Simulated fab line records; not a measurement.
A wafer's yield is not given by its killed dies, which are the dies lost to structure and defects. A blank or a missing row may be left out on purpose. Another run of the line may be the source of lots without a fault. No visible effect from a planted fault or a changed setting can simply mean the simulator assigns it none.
Which tool did it? || flow nandHarc || 17 wafers from 6 lots sampled at 5 of the route's 1159 steps

== WHAT THE GAUGES SHOWED, per wafer ==
NHARC_END_SORT_01.
{"lot": "L616", "measured": "day 21 07:43", "on": "prober-02", "killedAtArray": "27 347"}

== EACH LOT AND THE TOOL THAT RAN IT (in order: tool; ch and the chambers of the sampled wafers; start) ==
{"lot": "L606", "NHARC_A_STAIRCASE_DESCUM_219": "rieDiel-02 ch 0,1,3, day 11 14:02", "NHARC_A_STAIRCASE_ETCH_221": "rieDiel-02 ch 0,1,2, day 11 14:31", "NHARC_A_STAIRCASE_ETCH_223": "rieDiel-02 ch 0,1,3, day 11 15:32 or earlier", "NHARC_A_STAIRCASE_TRIM_229": "rieDiel-07 ch 0,2,3, day 11 15:32"}
{"lot": "L608", "NHARC_A_STAIRCASE_DESCUM_219": "rieDiel-06 ch 1,2,3, day 11 19:31", "NHARC_A_STAIRCASE_ETCH_221": "rieDiel-06 ch 0,2,3, day 11 19:45", "NHARC_A_STAIRCASE_ETCH_223": "rieDiel-06 ch 0,3, day 11 20:45 or earlier", "NHARC_A_STAIRCASE_TRIM_229": "rieDiel-06 ch 0,1, day 11 20:45"}
{"lot": "L612", "NHARC_A_STAIRCASE_DESCUM_219": "rieDiel-06 ch 0,1,2, day 12 17:27", "NHARC_A_STAIRCASE_ETCH_221": "rieDiel-06 ch 1,2, day 12 17:41", "NHARC_A_STAIRCASE_ETCH_223": "rieDiel-06 ch 1,2,3, day 12 18:34 or earlier", "NHARC_A_STAIRCASE_TRIM_229": "rieDiel-06 ch 0,1,2, day 12 18:34"}
{"lot": "L616", "NHARC_A_STAIRCASE_DESCUM_219": "rieDiel-07 ch 2,3, day 13 13:58", "NHARC_A_STAIRCASE_ETCH_221": "rieDiel-07 ch 1,2, day 13 15:36", "NHARC_A_STAIRCASE_ETCH_223": "rieDiel-07 ch 2, day 13 16:32 or earlier", "NHARC_A_STAIRCASE_TRIM_229": "rieDiel-06 ch 0,3, day 13 16:32"}
{"lot": "L627", "NHARC_A_STAIRCASE_DESCUM_219": "rieDiel-02 ch 0,1,3, day 16 06:54", "NHARC_A_STAIRCASE_ETCH_221": "rieDiel-02 ch 0,2,3, day 16 07:08", "NHARC_A_STAIRCASE_ETCH_223": "rieDiel-02 ch 1,2,3, day 16 08:00 or earlier", "NHARC_A_STAIRCASE_TRIM_229": "rieDiel-06 ch 1,2,3, day 16 08:00"}
{"lot": "L625", "NHARC_A_STAIRCASE_DESCUM_219": "rieDiel-06 ch 0,1, day 16 09:01", "NHARC_A_STAIRCASE_ETCH_221": "rieDiel-06 ch 0,1,2, day 16 09:15", "NHARC_A_STAIRCASE_ETCH_223": "rieDiel-06 ch 1,2, day 16 10:09 or earlier", "NHARC_A_STAIRCASE_TRIM_229": "rieDiel-06 ch 0,1, day 16 10:09"}
- NHARC_A_STAIRCASE_DESCUM_219: chemistry O2, time 3 s.
- NHARC_A_STAIRCASE_ETCH_221: etches the open film in C4F8/O2, target depth 100 nm, time 40.5 s.
- NHARC_A_STAIRCASE_ETCH_223: etches the open film in C4F8/O2, target depth 100 nm, time 40.5 s.
- NHARC_A_STAIRCASE_TRIM_229: chemistry O2, time 211.2 s.

== THE ANSWER, worked out from the rows above alone ==
Rule: what is usual is taken from the lots themselves. Put in order of their means at a reading, lots are off if they are a third of the lots or fewer, leave a main group of 4 or more, and stand apart from it by a gap of 3 or more times the standard deviation of the main group's means; of several such gaps the widest counts. The tables above print the reading to a certain number of digits; a main group whose means all agree to those digits is not used. Also off: a lot with no number at a reading for which 4 or more lots have one. All remaining lots with rows at the step are treated as sound.
No lot is off at any reading shown: from this, nothing can be told.

== WHAT WAS PUT IN BY THE SIMULATOR ==
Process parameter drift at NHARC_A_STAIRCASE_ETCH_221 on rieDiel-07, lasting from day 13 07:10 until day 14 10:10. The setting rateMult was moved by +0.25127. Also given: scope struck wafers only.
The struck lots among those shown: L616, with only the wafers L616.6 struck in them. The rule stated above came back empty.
